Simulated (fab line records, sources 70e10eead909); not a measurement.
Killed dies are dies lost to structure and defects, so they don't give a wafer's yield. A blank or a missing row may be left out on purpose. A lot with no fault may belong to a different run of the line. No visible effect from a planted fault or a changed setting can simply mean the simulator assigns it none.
Comparing a struck lot with a sound one | flow nand_harc | 25 out of 1302 route steps
Sound: these wafers, L310.2, L310.5, L310.6. Wafers L318.1, L318.2, L318.3 were the ones struck. The cause comes at the end.
For every step that has rows: the tool of each side, followed by ch and its chambers, followed by its first start. Under that, the readings that differ: sound wafers | struck wafers | difference of the means | sigmas: that difference in standard deviations of wafers without a fault.
alike: readings with means less than 2 such deviations apart, plus words and numbers identical on both sides. not compared: withheld readings, readings lacking a value on some wafer, bounds such as >300 that could conceal the same value, and numbers that have no deviation in the record and whose values overlap.
Wherever a step has rows on one side only, a row that says differs or no value, or a row with sigmas, the two part there. Numbers that have no deviation but don't overlap get no sigmas and don't part them. Lack of a reading on every wafer of one side parts them only where that side has two or more wafers.

NHARC_P_CONTACT_DEP_30: deposits SiNx, target thk 30 nm.
  sound on pecvd-03 ch 1,2, day 7 00:32; struck on pecvd-03 ch 0,1,2, day 10 11:17
  alike: heater_power_w
  not compared: since_wet_clean_h
then, 1 step without rows for these wafers: NHARC_P_CONTACT_DEP_00 (deposits SiO2, target thk 500 nm).
NHARC_P_CONTACT_CMP_01: polishes SiO2, target thk 200 nm.
  sound on cmp-03 ch 2,3, day 7 01:26; struck on cmp-01 ch 0,1,2, day 10 12:02
  alike: motor_current_A, retaining_ring_pressure_frac, slurry_flow_ml_min
then, 8 steps without rows for these wafers: NHARC_P_CONTACT_SRD_03; NHARC_P_CONTACT_DEHYDRATE_04 (time 120 s); NHARC_P_CONTACT_HMDS_05 (time 30 s); NHARC_P_CONTACT_COAT_33 (time 75 s); NHARC_P_CONTACT_COAT_34 (time 65 s); NHARC_P_CONTACT_COAT_06 (resist thk 90 nm); NHARC_P_CONTACT_SOFTBAKE_07 (time 55 s); NHARC_P_CONTACT_EBR_08.
NHARC_P_CONTACT_EXPOSE_09: exposes mask P CA, target cd 90 nm.
  sound on arfi_scanner-02 ch 0, day 7 02:01; struck on arfi_scanner-03 ch 0, day 10 12:34
  reading              | sound             | struck            | difference | sigmas
  exposure_dose_mJ_cm2 | 81.28 81.29 81.31 | 84.04 84.05 84.11 | +2.77      | +33
  alike: mask, stage_vel_mm_s
then, 2 steps without rows for these wafers: NHARC_P_CONTACT_PEB_10 (peb time 65 s); NHARC_P_CONTACT_DEVELOP_11 (develop time 35 s).
NHARC_P_CONTACT_CD_MEAS_12: the cd target is 90 nm.
  sound on cd_sem-02 ch 0, day 7 02:09; struck on cd_sem-01 ch 0
  reading    | sound          | struck         | difference | sigmas
  cd_nm (nm) | 90.6 91.4 91.1 | 82.3 73.3 69.7 | -15.9      | -25
  not compared: hold
NHARC_P_CONTACT_OVL_MEAS_13:
  sound: overlay-01 at day 7 02:14; struck: overlay-01 at day 10 21:05
  reading | sound | struck                                                                     | difference                   | sigmas
  hold    | - - - | await_dispo/8.1h/release await_dispo/8.1h/release await_dispo/8.1h/release | no value on the sound wafers |
  alike: overlay_x_nm, overlay_y_nm
NHARC_P_CONTACT_INSPECT_14:
  sound: defect_inspect-01 at day 7 02:16; struck: defect_inspect-01 at day 10 21:07
  reading          | sound    | struck | difference | sigmas
  raw_defect_count | 11 10 10 | 6 4 4  | -6         | -2
NHARC_P_CONTACT_DESCUM_17: chemistry O2, time 3 s.
  sound on rie_diel-04 ch 0,1,2, day 7 02:22; struck on rie_diel-04 ch 0,1,3, day 10 21:11
  reading                    | sound             | struck            | difference | sigmas
  model.P_CONTACT.cd_nm (nm) | 90.64 92.53 89.37 | 82.81 73.25 69.55 | -15.64     |
  alike: chamber_pressure_mTorr, drypump_motor_current_A, oes_product_au, rf_vpp_V, showerhead_plenum_p_Torr, throttle_valve_pct
  not compared: rf_hours_counter_h
then, 1 step without rows for these wafers: NHARC_P_CONTACT_ETCH_35 (etches the open film in CF4, target depth 39 nm, time 65 s).
NHARC_P_CONTACT_ETCH_36: etches the open film in N2/H2, target depth 260 nm, time 406.25 s.
  sound on rie_diel-04 ch 0,1,3; struck on rie_diel-04 ch 0,2,3
  alike: chamber_pressure_mTorr, drypump_motor_current_A, oes_product_au, rf_vpp_V, showerhead_plenum_p_Torr, throttle_valve_pct
  not compared: rf_hours_counter_h
NHARC_P_CONTACT_ETCH_18: etches the open film in C4F8/O2/Ar, target depth 481 nm, time 240.5 s.
  sound on rie_diel-04 ch 1,2; struck on rie_diel-04 ch 0,2,3
  alike: chamber_pressure_mTorr, oes_product_au, rf_vpp_V
  not compared: rf_hours_counter_h
then, 1 step without rows for these wafers: NHARC_P_CONTACT_STRIP_37 (strips in C4F8/O2/Ar).
NHARC_P_CONTACT_ETCH_31: etches the open film in CH3F/O2, target depth 30 nm, time 85.7 s.
  sound on rie_diel-04 ch 1,2,3; struck on rie_diel-04 ch 0,2,3
  reading                    | sound           | struck            | difference | sigmas
  model.P_CONTACT.cd_nm (nm) | 90.1 89.1 89.51 | 82.41 69.83 67.93 | -16.18     |
  alike: chamber_pressure_mTorr, drypump_motor_current_A, oes_product_au, rf_vpp_V, showerhead_plenum_p_Torr, throttle_valve_pct
  not compared: rf_hours_counter_h
NHARC_P_CONTACT_CD_MEAS_19:
  sound: cd_sem-01 at day 7 03:12; struck: cd_sem-02 at day 10 22:14
  reading    | sound          | struck         | difference | sigmas
  cd_nm (nm) | 90.1 89.3 89.3 | 82.4 69.8 67.8 | -16.2      | -8
  not compared: hold
NHARC_P_CONTACT_STRIP_28: strips in O2.
  sound on rie_diel-03 ch 2,3, day 7 03:17; struck on rie_diel-03 ch 0,1,2, day 11 00:37
  reading               | sound             | struck                                                                     | difference                   | sigmas
  hold                  | - - -             | await_dispo/2.3h/release await_dispo/2.3h/release await_dispo/2.3h/release | no value on the sound wafers |
  oes_product_au (a.u.) | 1.031 1.000 1.032 | 0.967 0.982 1.005                                                          | -0.036                       | -3
  alike: chamber_pressure_mTorr, drypump_motor_current_A, rf_vpp_V, showerhead_plenum_p_Torr, throttle_valve_pct
  not compared: rf_hours_counter_h

== WHERE THEY PART ==
Last at NHARC_P_CONTACT_STRIP_28 as far as this record goes, first at NHARC_P_CONTACT_EXPOSE_09.

WHY: whatever the simulator had introduced
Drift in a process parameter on arfi_scanner-03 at NHARC_P_CONTACT_EXPOSE_09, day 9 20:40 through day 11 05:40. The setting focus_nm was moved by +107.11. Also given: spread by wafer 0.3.
